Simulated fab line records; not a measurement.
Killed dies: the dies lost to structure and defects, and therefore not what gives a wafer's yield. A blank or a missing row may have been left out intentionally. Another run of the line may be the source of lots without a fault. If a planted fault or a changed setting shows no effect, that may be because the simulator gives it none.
fab line records	flow n5-finfet
record: lots: 24	wafers: 72	last-day: 17
route steps=1938 shown BEOL_M11@1549 BEOL_M12@1646
lots untouched by any fault: they come from a run of this same line in which no faults occurred
start-h: start of the lot's first displayed wafer, in hours after the record's first day	wait-h: how many hours have passed since the lot's step before this one	" repeats the value in the row above	L1.1+2: a single row standing in for several wafers	- no value, or no start given	* or withheld: withheld	< > ~ a bound
route shown NAME@n: a module of which the file shows steps, and the number in the route of the first	usual: mean/standard deviation of fault-free wafers	same: alike in all rows	chamber/n: place in a boat	sites: per-site readings	_std_site: their standard deviation	_edge_site: outer sites' mean less inner sites'	radius-mm: how far each site lies from the wafer's centre	mask NAME#n: copy n	behind: tool/chamber where the wafer was last shaped	hold: cause of the lot's hold/its duration in hours/its outcome	device: names the non-switching transistor (n, p or np)	end of line: tests run on the same wafers once the route is complete	where a step has no rows: the recipe by itself	killed: the dies lost at the first sort to structure and to defects; this is not the yield of the wafer	map: shows each die of a wafer: x if killed, . if not, _ if none is there
set.NAME: the setting as run; set.NAME@STEP: as run at that earlier step	model.NAME: the simulator's own value behind a step, which no gauge read
route steps across a sampled set of lots; one table per step, one row per wafer
services: the hour from which a tool's chamber was out of use, counted from the record's first day as start-h (under 0 if before that day), plus the number of hours and why
== steps ==
step: N5_BEOL_M11_CD_MEAS_11
recipe: target-cd-nm: 64.1	landing-energy-ev: 500	detector: se-inlens	polarity: opening
usual: cd-nm: 64.4/0.64
lot.wafer	tool	chamber	start-h	wait-h	cd-nm
L074.2	cd-sem-02	0	219.05	-	63.3
L074.3	"	0	"	"	63.6
L074.4	"	0	"	"	63.8
L076.3	cd-sem-01	0	224.03	-	63.7
L076.4	"	0	"	"	64.1
L076.6	"	0	"	"	65.6
L075.1	cd-sem-01	0	230.88	-	64.8
L075.5	"	0	"	"	65.1
L075.6	"	0	"	"	65.9
L078.1	cd-sem-01	0	249.14	-	64.6
L078.5	"	0	"	"	63.7
L078.6	"	0	"	"	64.2
L077.3	cd-sem-03	0	258.40	-	64.6
L077.4	"	0	"	"	64.0
L077.6	"	0	"	"	64.4
L079.2	cd-sem-03	0	258.47	-	64.5
L079.4	"	0	"	"	63.5
L079.6	"	0	"	"	63.9
L080.4	cd-sem-02	0	270.23	-	63.9
L080.5	"	0	"	"	64.4
L080.6	"	0	"	"	65.5
L083.1	cd-sem-02	0	275.67	-	65.3
L083.3	"	0	"	"	63.7
L083.5	"	0	"	"	64.6
L081.1	cd-sem-02	0	276.55	-	64.1
L081.2	"	0	"	"	65.1
L081.5	"	0	"	"	63.3
L082.1	cd-sem-02	0	278.87	-	63.3
L082.3	"	0	"	"	63.4
L082.5	"	0	"	"	64.7
L085.1	cd-sem-02	0	286.30	-	64.5
L085.4	"	0	"	"	63.8
L085.5	"	0	"	"	62.9
L084.3	cd-sem-03	0	293.41	-	64.7
L084.4	"	0	"	"	63.8
L084.5	"	0	"	"	64.2
L086.2	cd-sem-01	0	305.77	-	65.7
L086.5	"	0	"	"	64.9
L086.6	"	0	"	"	64.8
L088.2	cd-sem-01	0	306.01	-	64.4
L088.4	"	0	"	"	64.6
L088.6	"	0	"	"	64.3
L087.1	cd-sem-01	0	313.47	-	63.5
L087.4	"	0	"	"	63.3
L087.5	"	0	"	"	64.4
L090.3	cd-sem-02	0	319.55	-	65.5
L090.5	"	0	"	"	63.9
L090.6	"	0	"	"	64.0
L092.3	cd-sem-02	0	323.70	-	64.3
L092.4	"	0	"	"	62.7
L092.5	"	0	"	"	63.3
L089.2	cd-sem-01	0	324.02	-	64.1
L089.4	"	0	"	"	63.8
L089.6	"	0	"	"	64.2
L091.1	cd-sem-02	0	327.59	-	65.2
L091.2	"	0	"	"	64.7
L091.6	"	0	"	"	64.2
L095.1	cd-sem-03	0	344.26	-	64.6
L095.4	"	0	"	"	64.8
L095.5	"	0	"	"	65.3
L094.1	cd-sem-01	0	344.77	-	64.7
L094.2	"	0	"	"	64.8
L094.4	"	0	"	"	64.0
L093.2	cd-sem-01	0	347.07	-	63.6
L093.4	"	0	"	"	64.6
L093.5	"	0	"	"	64.8
L097.1	cd-sem-02	0	359.99	-	63.5
L097.2	"	0	"	"	64.5
L097.6	"	0	"	"	65.4
L096.1	cd-sem-01	0	364.67	-	65.0
L096.2	"	0	"	"	64.6
L096.3	"	0	"	"	64.6
step: N5_BEOL_M11_ETCH_62
recipe: chemistry: N2/H2	target: SOC	target-depth-a: 1100	overetch-a: 220	mask-material: SiARC	temp-c: 40	time-s: 165	ion-energy-ev: 200	pressure-mtorr: 30	source-w: 840	bias-w: 150	n2-flow-sccm: 200	h2-flow-sccm: 200
usual: drypump-motor-current-A: 5.8/0.5	oes-product-au: 0.66/0.055	rf-vpp-V: 523.4/1.9	showerhead-plenum-p-Torr: 2.53/0.052	throttle-valve-pct: 17.78/0.26
lot.wafer	tool	chamber	start-h	wait-h	drypump-motor-current-A	oes-product-au	rf-hours-counter-h	rf-vpp-V	showerhead-plenum-p-Torr	throttle-valve-pct
L074.2	rie-diel-05	1	219.26	0.0	5.7	0.63	173	526.8	2.61	17.58
L074.3	"	2	"	"	5.9	0.68	111	522.2	2.54	17.44
L074.4	"	3	"	"	6.4	0.68	96	520.2	2.48	18.18
L076.3	rie-diel-05	2	224.32	0.0	5.8	0.67	113	524.8	2.54	17.45
L076.4	"	0	"	"	5.9	0.61	-	521.7	2.50	17.94
L076.6	"	2	"	"	5.9	0.68	-	524.2	2.54	17.45
L075.1	rie-diel-05	1	231.06	0.0	5.7	0.62	178	525.2	2.61	17.59
L075.5	"	0	"	"	5.8	0.60	-	521.8	2.50	17.95
L075.6	"	1	"	"	5.7	0.62	-	527.6	2.61	17.58
L078.1	rie-diel-03	2	249.38	0.0	5.7	0.60	246	525.7	2.60	17.85
L078.5	"	3	"	"	6.6	0.67	-	524.2	2.56	17.71
L078.6	"	2	"	"	5.8	0.59	-	523.9	2.60	17.87
L077.3	rie-diel-02	0	258.57	0.0	5.4	0.73	70	522.0	2.50	17.49
L077.4	"	3	"	"	5.4	0.62	185	523.6	2.55	18.27
L077.6	"	3	"	"	5.4	0.62	-	523.3	2.55	18.28
L079.2	rie-diel-05	3	258.64	0.0	6.4	0.67	107	520.5	2.47	18.18
L079.4	"	0	"	"	5.9	0.60	247	521.5	2.50	17.98
L079.6	"	0	"	"	5.9	0.59	-	523.1	2.50	17.97
L080.4	rie-diel-02	1	270.41	0.0	5.7	0.65	117	521.8	2.45	17.83
L080.5	"	0	"	"	5.4	0.73	-	522.3	2.50	17.49
L080.6	"	3	"	"	5.4	0.62	-	524.5	2.55	18.26
L083.1	rie-diel-03	3	275.85	0.0	6.7	0.66	117	525.0	2.56	17.71
L083.3	"	0	"	"	5.3	0.67	107	521.1	2.46	17.83
L083.5	"	3	"	"	6.7	0.66	-	523.4	2.56	17.71
L081.1	rie-diel-05	1	276.87	0.0	5.7	0.61	194	527.4	2.60	17.60
L081.2	"	3	"	"	6.4	0.67	114	521.6	2.47	18.21
L081.5	"	1	"	"	5.7	0.61	-	525.5	2.60	17.60
L082.1	rie-diel-03	1	279.04	0.0	4.8	0.71	47	524.9	2.60	17.67
L082.3	"	0	"	"	5.3	0.68	109	521.6	2.46	17.85
L082.5	"	3	"	"	6.7	0.66	-	522.6	2.56	17.71
L085.1	rie-diel-02	1	286.47	0.0	5.7	0.66	120	522.0	2.44	17.81
L085.4	"	3	"	"	5.4	0.61	193	523.1	2.55	18.29
L085.5	"	2	"	"	6.5	0.59	-	522.8	2.51	17.89
L084.3	rie-diel-02	2	293.98	0.0	6.4	0.59	195	522.2	2.51	17.90
L084.4	"	1	"	"	5.7	0.66	123	521.6	2.44	17.83
L084.5	"	3	"	"	5.4	0.61	-	522.9	2.55	18.29
L086.2	rie-diel-03	0	306.16	0.0	5.3	0.68	118	521.1	2.46	17.86
L086.5	"	0	"	"	5.3	0.68	-	522.2	2.46	17.87
L086.6	"	3	"	"	6.6	0.65	-	523.4	2.55	17.73
L088.2	rie-diel-05	3	306.73	0.0	6.4	0.66	124	521.2	2.47	18.22
L088.4	"	0	"	"	5.8	0.79	4	522.6	2.49	17.52
L088.6	"	0	"	"	5.8	0.79	-	522.2	2.49	17.53
L087.1	rie-diel-03	2	313.68	0.0	5.7	0.79	9	525.5	2.59	17.42
L087.4	"	2	"	"	5.7	0.79	-	526.1	2.59	17.43
L087.5	"	3	"	"	6.7	0.65	-	523.8	2.55	17.73
L090.3	rie-diel-02	1	319.91	0.0	5.7	0.65	131	520.2	2.44	17.84
L090.5	"	3	"	"	5.4	0.60	-	522.4	2.55	18.30
L090.6	"	2	"	"	6.4	0.59	-	523.3	2.50	17.93
L092.3	rie-diel-02	3	323.87	0.0	5.4	0.60	204	523.7	2.55	18.29
L092.4	"	0	"	"	5.4	0.71	89	523.8	2.49	17.52
L092.5	"	1	"	"	5.7	0.64	-	519.4	2.44	17.85
L089.2	rie-diel-05	1	324.19	0.0	5.7	0.60	210	525.2	2.60	17.64
L089.4	"	0	"	"	5.8	0.79	9	521.9	2.49	17.55
L089.6	"	1	"	"	5.7	0.60	-	525.4	2.60	17.64
L091.1	rie-diel-05	3	327.76	0.0	6.4	0.65	130	521.0	2.46	18.21
L091.2	"	1	"	"	5.6	0.60	211	526.0	2.60	17.64
L091.6	"	1	"	"	5.7	0.59	-	525.3	2.60	17.60
L095.1	rie-diel-05	0	344.44	0.0	5.8	0.77	16	522.3	2.49	17.56
L095.4	"	2	"	"	5.9	0.65	153	524.1	2.52	17.52
L095.5	"	1	"	"	5.7	0.59	-	525.5	2.59	17.65
L094.1	rie-diel-03	3	345.02	0.0	6.7	0.65	133	523.4	2.55	17.74
L094.2	"	2	"	"	5.7	0.76	20	524.3	2.59	17.46
L094.4	"	1	"	"	4.8	0.70	68	524.8	2.59	17.71
L093.2	rie-diel-03	0	347.24	0.0	5.3	0.66	134	520.6	2.45	17.88
L093.4	"	3	"	"	6.6	0.65	134	523.0	2.55	17.74
L093.5	"	2	"	"	5.7	0.75	-	525.8	2.59	17.45
L097.1	rie-diel-03	2	360.19	0.0	5.7	0.75	25	524.5	2.59	17.45
L097.2	"	0	"	"	5.3	0.65	138	520.6	2.45	17.90
L097.6	"	3	"	"	6.6	0.65	-	525.3	2.55	17.74
L096.1	rie-diel-05	1	364.90	0.0	5.7	0.59	225	525.0	2.59	17.65
L096.2	"	3	"	"	6.4	0.65	143	521.2	2.46	18.25
L096.3	"	0	"	"	5.8	0.75	24	522.9	2.48	17.56
step: N5_BEOL_M11_STRIP_36
recipe: chemistry: N2/H2	power-w: 450	temp-c: 40	pressure-mtorr: 20	rf-frequency-hz: 6e+07	overash-fraction: 0.3	bias-power-w: 7	h2-frac: 0.5	n2-flow-sccm: 200	h2-flow-sccm: 200
usual: drypump-motor-current-A: 5.8/0.5	oes-product-au: 0.78/0.069	rf-vpp-V: 59.2/2	showerhead-plenum-p-Torr: 2.52/0.056	throttle-valve-pct: 23.6/0.34
lot.wafer	tool	chamber	start-h	wait-h	drypump-motor-current-A	oes-product-au	rf-hours-counter-h	rf-vpp-V	showerhead-plenum-p-Torr	throttle-valve-pct
L074.2	rie-diel-05	1	222.96	0.0	5.6	0.73	174	62.7	2.61	23.3
L074.3	"	2	"	"	5.9	0.81	112	60.5	2.53	23.1
L074.4	"	1	"	"	5.7	0.71	-	61.9	2.61	23.3
L076.3	rie-diel-05	0	225.85	0.0	5.9	0.70	236	60.6	2.50	23.8
L076.4	"	1	"	"	5.7	0.72	-	60.7	2.61	23.3
L076.6	"	2	"	"	5.9	0.79	-	59.8	2.53	23.1
L075.1	rie-diel-05	0	235.31	0.0	5.8	0.70	239	58.8	2.50	23.8
L075.5	"	2	"	"	5.9	0.79	-	57.7	2.53	23.2
L075.6	"	1	"	"	5.6	0.71	-	59.7	2.61	23.3
L078.1	rie-diel-03	0	251.09	0.0	5.3	0.80	99	58.4	2.46	23.8
L078.5	"	1	"	"	4.8	0.86	-	60.6	2.60	23.4
L078.6	"	0	"	"	5.3	0.81	-	57.3	2.46	23.8
L077.3	rie-diel-03	1	259.76	0.0	4.8	0.88	41	61.4	2.59	23.4
L077.4	"	0	"	"	5.3	0.81	102	58.6	2.46	23.8
L077.6	"	3	"	"	6.6	0.78	-	56.1	2.55	23.6
L079.2	rie-diel-02	0	260.03	0.0	5.4	0.83	71	59.9	2.49	23.4
L079.4	"	3	"	"	5.4	0.74	186	62.4	2.55	24.2
L079.6	"	2	"	"	6.5	0.70	-	56.5	2.51	23.6
L080.4	rie-diel-05	3	274.66	0.0	6.4	0.81	-	61.0	2.47	24.2
L080.5	"	1	"	"	5.7	0.72	-	61.9	2.60	23.3
L080.6	"	2	"	"	5.9	0.79	-	59.8	2.53	23.1
L083.1	rie-diel-03	3	278.10	0.0	6.7	0.79	118	59.6	2.55	23.6
L083.3	"	0	"	"	5.3	0.81	108	58.0	2.46	23.8
L083.5	"	3	"	"	6.7	0.79	-	58.5	2.55	23.7
L081.1	rie-diel-05	3	278.32	0.0	6.4	0.83	114	58.9	2.47	24.2
L081.2	"	2	"	"	5.9	0.79	133	60.9	2.53	23.1
L081.5	"	2	"	"	5.9	0.77	-	54.7	2.53	23.2
L082.1	rie-diel-03	0	280.26	0.0	5.3	0.81	109	60.2	2.46	23.8
L082.3	"	3	"	"	6.6	0.80	119	55.8	2.55	23.7
L082.5	"	3	"	"	6.7	0.79	-	60.4	2.55	23.6
L085.1	rie-diel-05	1	289.61	0.0	5.6	0.70	198	59.6	2.60	23.3
L085.4	"	1	"	"	5.6	0.72	-	59.5	2.60	23.4
L085.5	"	3	"	"	6.4	0.79	-	57.6	2.46	24.2
L084.3	rie-diel-03	3	295.13	0.0	6.6	0.78	124	61.8	2.55	23.6
L084.4	"	1	"	"	4.8	0.84	53	59.3	2.59	23.4
L084.5	"	1	"	"	4.8	0.86	-	61.1	2.59	23.4
L086.2	rie-diel-05	1	308.43	0.0	5.7	0.72	206	63.9	2.59	23.4
L086.5	"	0	"	"	5.9	0.97	-	59.8	2.49	23.4
L086.6	"	1	"	"	5.7	0.71	-	60.5	2.59	23.3
L088.2	rie-diel-03	0	308.77	0.0	5.3	0.79	119	55.6	2.45	23.8
L088.4	"	3	"	"	6.6	0.78	128	59.9	2.55	23.7
L088.6	"	0	"	"	5.4	0.79	-	57.0	2.45	23.8
L087.1	rie-diel-05	0	318.52	0.0	5.8	0.94	8	59.5	2.49	23.4
L087.4	"	1	"	"	5.6	0.69	209	58.5	2.59	23.4
L087.5	"	1	"	"	5.7	0.69	-	61.1	2.59	23.3
L090.3	rie-diel-02	2	322.87	0.0	6.4	0.69	204	58.9	2.50	23.5
L090.5	"	1	"	"	5.7	0.76	-	57.4	2.43	23.8
L090.6	"	2	"	"	6.4	0.69	-	57.3	2.50	23.5
L092.3	rie-diel-03	2	325.35	0.0	5.7	0.91	13	59.6	2.59	23.2
L092.4	"	2	"	"	5.7	0.90	-	63.4	2.59	23.2
L092.5	"	1	"	"	4.8	0.83	-	59.8	2.59	23.4
L089.2	rie-diel-02	1	325.80	0.0	5.7	0.75	133	56.6	2.43	23.8
L089.4	"	0	"	"	5.4	0.81	90	59.5	2.48	23.4
L089.6	"	0	"	"	5.4	0.82	-	59.6	2.49	23.4
L091.1	rie-diel-02	2	330.07	0.0	6.4	0.69	206	59.4	2.50	23.6
L091.2	"	1	"	"	5.7	0.76	134	65.1	2.43	23.8
L091.6	"	2	"	"	6.5	0.68	-	57.5	2.50	23.6
L094.1	rie-diel-05	1	346.11	0.0	5.7	0.70	217	62.1	2.59	23.4
L094.2	"	0	"	"	5.9	0.92	16	57.5	2.48	23.4
L094.4	"	3	"	"	6.4	0.77	136	59.8	2.46	24.2
L095.1	rie-diel-02	0	346.57	0.0	5.4	0.81	97	61.2	2.48	23.4
L095.4	"	2	"	"	6.4	0.68	212	62.3	2.50	23.6
L095.5	"	0	"	"	5.4	0.81	-	63.5	2.48	23.4
L093.2	rie-diel-05	3	349.25	0.0	6.4	0.79	137	58.7	2.45	24.2
L093.4	"	1	"	"	5.7	0.70	-	53.3	2.59	23.3
L093.5	"	3	"	"	6.4	0.79	-	57.0	2.46	24.2
L097.1	rie-diel-02	1	361.35	0.0	5.7	0.75	145	58.2	2.43	23.8
L097.2	"	0	"	"	5.4	0.82	103	56.0	2.48	23.4
L097.6	"	1	"	"	5.7	0.75	-	60.8	2.43	23.8
L096.1	rie-diel-05	3	365.92	0.0	6.4	0.78	144	58.8	2.45	24.2
L096.2	"	0	"	"	5.8	0.89	24	57.2	2.48	23.5
L096.3	"	1	"	"	5.7	0.70	225	58.9	2.59	23.3
step: N5_BEOL_M11_SURFACE_TREAT_76
recipe: gas: Ar	time-s: *	ion-energy-ev: *	ion-current-ma-cm2: 0.5	pressure-mtorr: *	ar-flow-sccm: 30
usual: ar-flow-sccm: 29.99/0.093	pressure-mtorr: *	throttle-valve-pct: *
lot.wafer	tool	chamber	start-h	wait-h	ar-flow-sccm	pressure-mtorr	throttle-valve-pct
L074.2	pvd-sputter-02	-	224.14	0.2	30.05	*	*
L074.3	"	-	"	"	29.95	*	*
L074.4	"	-	"	"	29.89	*	*
L076.3	pvd-sputter-01	-	227.60	0.2	29.89	*	*
L076.4	"	-	"	"	30.04	*	*
L076.6	"	-	"	"	29.87	*	*
L075.1	pvd-sputter-02	-	236.74	0.2	29.94	*	*
L075.5	"	-	"	"	29.92	*	*
L075.6	"	-	"	"	29.99	*	*
L078.1	pvd-sputter-02	-	253.15	0.2	30.04	*	*
L078.5	"	-	"	"	30.06	*	*
L078.6	"	-	"	"	29.92	*	*
L077.3	pvd-sputter-03	-	261.82	0.7	29.83	*	*
L077.4	"	-	"	"	30.06	*	*
L077.6	"	-	"	"	29.93	*	*
L079.2	pvd-sputter-03	-	262.38	0.2	30.08	*	*
L079.4	"	-	"	"	29.88	*	*
L079.6	"	-	"	"	29.97	*	*
L080.4	pvd-sputter-02	-	275.90	0.2	30.10	*	*
L080.5	"	-	"	"	30.05	*	*
L080.6	"	-	"	"	29.75	*	*
L083.1	pvd-sputter-01	-	280.56	0.2	29.89	*	*
L083.3	"	-	"	"	30.13	*	*
L083.5	"	-	"	"	29.90	*	*
L081.1	pvd-sputter-02	-	280.88	0.2	30.02	*	*
L081.2	"	-	"	"	29.99	*	*
L081.5	"	-	"	"	29.88	*	*
L082.1	pvd-sputter-01	-	281.98	0.2	30.06	*	*
L082.3	"	-	"	"	30.15	*	*
L082.5	"	-	"	"	30.08	*	*
L085.1	pvd-sputter-03	-	290.85	0.2	29.93	*	*
L085.4	"	-	"	"	29.94	*	*
L085.5	"	-	"	"	29.95	*	*
L084.3	pvd-sputter-03	-	297.58	1.4	30.11	*	*
L084.4	"	-	"	"	29.89	*	*
L084.5	"	-	"	"	30.04	*	*
L086.2	pvd-sputter-01	-	309.91	0.2	29.90	*	*
L086.5	"	-	"	"	29.93	*	*
L086.6	"	-	"	"	29.93	*	*
L088.2	pvd-sputter-02	-	310.12	0.2	30.01	*	*
L088.4	"	-	"	"	29.99	*	*
L088.6	"	-	"	"	30.11	*	*
L087.1	pvd-sputter-01	-	319.80	0.2	29.94	*	*
L087.4	"	-	"	"	29.88	*	*
L087.5	"	-	"	"	29.91	*	*
L090.3	pvd-sputter-01	-	324.38	0.3	30.05	*	*
L090.5	"	-	"	"	29.93	*	*
L090.6	"	-	"	"	29.93	*	*
L092.3	pvd-sputter-02	-	326.67	0.2	30.03	*	*
L092.4	"	-	"	"	30.20	*	*
L092.5	"	-	"	"	30.15	*	*
L089.2	pvd-sputter-03	-	327.31	0.2	30.04	*	*
L089.4	"	-	"	"	29.83	*	*
L089.6	"	-	"	"	30.08	*	*
L091.1	pvd-sputter-02	-	331.53	0.2	30.03	*	*
L091.2	"	-	"	"	29.86	*	*
L091.6	"	-	"	"	29.98	*	*
L094.1	pvd-sputter-02	-	347.58	0.4	29.96	*	*
L094.2	"	-	"	"	29.96	*	*
L094.4	"	-	"	"	29.96	*	*
L095.1	pvd-sputter-03	-	349.93	0.2	30.12	*	*
L095.4	"	-	"	"	29.82	*	*
L095.5	"	-	"	"	29.90	*	*
L093.2	pvd-sputter-01	-	350.42	0.2	30.02	*	*
L093.4	"	-	"	"	30.09	*	*
L093.5	"	-	"	"	29.97	*	*
L097.1	pvd-sputter-03	-	364.31	0.2	29.98	*	*
L097.2	"	-	"	"	30.02	*	*
L097.6	"	-	"	"	29.89	*	*
L096.1	pvd-sputter-01	-	367.77	0.4	30.10	*	*
L096.2	"	-	"	"	30.06	*	*
L096.3	"	-	"	"	30.07	*	*
step: N5_BEOL_M12_DEGAS_41
recipe: ambient: vacuum	temp-c: 250	time-s: 60
usual: heater-power-w: 328/18
lot.wafer	tool	chamber	start-h	wait-h	heater-power-w
L074.2	pvd-sputter-02	-	230.95	0.5	313
L074.3	"	-	"	"	345
L074.4	"	-	"	"	320
L076.3	pvd-sputter-03	-	235.09	0.3	347
L076.4	"	-	"	"	328
L076.6	"	-	"	"	349
L075.1	pvd-sputter-03	-	242.22	0.2	328
L075.5	"	-	"	"	350
L075.6	"	-	"	"	334
L078.1	pvd-sputter-01	-	258.49	0.3	325
L078.5	"	-	"	"	320
L078.6	"	-	"	"	337
L077.3	pvd-sputter-02	-	266.15	0.3	316
L077.4	"	-	"	"	329
L077.6	"	-	"	"	318
L079.2	pvd-sputter-03	-	270.55	0.3	347
L079.4	"	-	"	"	333
L079.6	"	-	"	"	338
L080.4	pvd-sputter-01	-	286.97	0.3	339
L080.5	"	-	"	"	331
L080.6	"	-	"	"	313
L083.1	pvd-sputter-02	-	287.11	0.0	344
L083.3	"	-	"	"	319
L083.5	"	-	"	"	315
L081.1	pvd-sputter-01	-	287.36	0.2	325
L081.2	"	-	"	"	275
L081.5	"	-	"	"	278
L082.1	pvd-sputter-02	-	287.43	0.3	355
L082.3	"	-	"	"	326
L082.5	"	-	"	"	320
L085.1	pvd-sputter-02	-	301.16	0.5	322
L085.4	"	-	"	"	312
L085.5	"	-	"	"	344
L084.3	pvd-sputter-03	-	303.08	0.2	335
L084.4	"	-	"	"	332
L084.5	"	-	"	"	337
L086.2	pvd-sputter-02	-	319.23	0.3	320
L086.5	"	-	"	"	352
L086.6	"	-	"	"	322
L088.2	pvd-sputter-01	-	320.89	0.3	280
L088.4	"	-	"	"	341
L088.6	"	-	"	"	333
L087.1	pvd-sputter-02	-	326.35	0.6	326
L087.4	"	-	"	"	326
L087.5	"	-	"	"	351
L090.3	pvd-sputter-01	-	331.60	0.5	334
L090.5	"	-	"	"	324
L090.6	"	-	"	"	283
L092.3	pvd-sputter-03	-	332.13	0.2	340
L092.4	"	-	"	"	335
L092.5	"	-	"	"	351
L089.2	pvd-sputter-02	-	334.31	1.7	348
L089.4	"	-	"	"	349
L089.6	"	-	"	"	321
L091.1	pvd-sputter-03	-	335.38	0.0	330
L091.2	"	-	"	"	343
L091.6	"	-	"	"	346
L094.1	pvd-sputter-02	-	354.05	0.6	322
L094.2	"	-	"	"	315
L094.4	"	-	"	"	319
L095.1	pvd-sputter-03	-	354.15	0.1	332
L095.4	"	-	"	"	325
L095.5	"	-	"	"	339
L093.2	pvd-sputter-03	-	356.41	0.9	343
L093.4	"	-	"	"	355
L093.5	"	-	"	"	336
L097.1	pvd-sputter-03	-	370.88	2.2	327
L097.2	"	-	"	"	348
L097.6	"	-	"	"	337
L096.1	pvd-sputter-02	-	371.75	0.1	314
L096.2	"	-	"	"	316
L096.3	"	-	"	"	351
step: N5_BEOL_M12_DEP_53
recipe: material: SiCN	target-thk-a: 300	temp-c: withheld	precursor: 3MS/NH3	pressure-torr: 3	rf-w: 675	time-s: 10.5
usual: showerhead-plenum-p-Torr: 4.15/0.04	throttle-valve-pct: 17.7/0.85
lot.wafer	tool	chamber	start-h	wait-h	showerhead-plenum-p-Torr	throttle-valve-pct
L074.2	pecvd-01	2	232.21	0.0	4.10	16.6
L074.3	"	1	"	"	4.12	17.7
L074.4	"	2	"	"	4.11	16.5
L076.3	pecvd-01	0	236.28	0.0	4.21	18.1
L076.4	"	2	"	"	4.09	16.4
L076.6	"	0	"	"	4.20	18.0
L075.1	pecvd-01	2	243.63	0.0	4.10	16.5
L075.5	"	1	"	"	4.13	17.5
L075.6	"	2	"	"	4.09	16.5
L078.1	pecvd-03	1	259.65	0.0	4.21	18.3
L078.5	"	1	"	"	4.20	18.4
L078.6	"	2	"	"	4.19	16.9
L077.3	pecvd-04	1	267.31	0.0	4.17	17.8
L077.4	"	1	"	"	4.17	17.8
L077.6	"	2	"	"	4.14	19.4
L079.2	pecvd-04	2	271.70	0.0	4.14	19.5
L079.4	"	0	"	"	4.15	18.3
L079.6	"	2	"	"	4.14	19.9
L080.4	pecvd-01	2	288.17	0.0	4.09	16.6
L080.5	"	1	"	"	4.13	17.7
L080.6	"	0	"	"	4.21	18.2
L083.1	pecvd-04	0	288.42	0.0	4.16	18.1
L083.3	"	2	"	"	4.14	19.4
L083.5	"	2	"	"	4.14	19.7
L081.1	pecvd-01	0	288.61	0.0	4.20	18.3
L081.2	"	2	"	"	4.09	16.5
L081.5	"	1	"	"	4.12	17.5
L082.1	pecvd-04	0	289.02	0.0	4.16	18.6
L082.3	"	0	"	"	4.16	18.1
L082.5	"	2	"	"	4.14	19.6
L085.1	pecvd-01	0	302.37	0.0	4.21	18.3
L085.4	"	1	"	"	4.12	17.5
L085.5	"	0	"	"	4.19	18.2
L084.3	pecvd-01	2	304.26	0.0	4.08	16.6
L084.4	"	2	"	"	4.10	16.8
L084.5	"	1	"	"	4.12	17.6
L086.2	pecvd-01	2	320.40	0.0	4.09	16.7
L086.5	"	2	"	"	4.09	16.7
L086.6	"	0	"	"	4.20	17.8
L088.2	pecvd-01	0	322.20	0.0	4.21	18.1
L088.4	"	0	"	"	4.20	18.2
L088.6	"	2	"	"	4.10	16.7
L087.1	pecvd-03	2	327.59	0.0	4.17	17.3
L087.4	"	0	"	"	4.17	16.9
L087.5	"	1	"	"	4.17	18.6
L090.3	pecvd-03	0	332.91	0.0	4.18	17.2
L090.5	"	1	"	"	4.20	18.4
L090.6	"	2	"	"	4.17	17.2
L092.3	pecvd-01	0	333.54	0.0	4.20	18.1
L092.4	"	1	"	"	4.13	17.7
L092.5	"	0	"	"	4.21	18.1
L089.2	pecvd-01	1	335.46	0.0	4.12	17.4
L089.4	"	2	"	"	4.11	16.9
L089.6	"	1	"	"	4.13	17.4
L091.1	pecvd-01	2	336.54	0.0	4.10	17.0
L091.2	"	1	"	"	4.12	17.5
L091.6	"	2	"	"	4.11	17.0
L094.1	pecvd-03	0	355.21	0.0	4.18	16.8
L094.2	"	2	"	"	4.17	17.3
L094.4	"	0	"	"	4.19	17.0
L095.1	pecvd-01	0	355.32	0.0	4.20	17.9
L095.4	"	1	"	"	4.12	17.4
L095.5	"	0	"	"	4.20	18.0
L093.2	pecvd-04	2	357.57	0.0	4.15	19.8
L093.4	"	0	"	"	4.16	18.2
L093.5	"	1	"	"	4.16	17.5
L097.1	pecvd-01	2	372.11	0.0	4.10	16.9
L097.2	"	1	"	"	4.11	17.6
L097.6	"	2	"	"	4.09	16.8
L096.1	pecvd-03	1	373.01	0.0	4.20	18.7
L096.2	"	2	"	"	4.17	17.4
L096.3	"	0	"	"	4.17	17.2
== services ==
tool	chamber	start-h	hours	kind
pecvd-03	0	209.19	2.1	scheduled-down
pecvd-04	1	215.42	16.5	scheduled-down
pecvd-01	1	233.27	5.5	scheduled-down
rie-diel-02	-	249.58	2.8	pm
rie-diel-03	2	261.75	-	clean
rie-diel-03	2	261.75	-	consumable-replace:focus-ring
rie-diel-03	2	261.75	24.2	scheduled-down
rie-diel-03	2	261.75	24.2	vent-cycle
rie-diel-05	0	269.66	-	clean
rie-diel-05	0	269.66	-	consumable-replace:focus-ring
rie-diel-05	0	269.66	24.8	scheduled-down
rie-diel-05	0	269.66	24.8	vent-cycle
pecvd-01	0	279.00	2.1	scheduled-down
pecvd-04	1	287.78	2.1	scheduled-down
pecvd-01	-	297.19	1.4	repair
pecvd-01	1	314.37	13.0	repair
pvd-sputter-01	-	346.24	2.4	repair
rie-diel-05	2	348.81	20.3	repair
== key ==
fault none
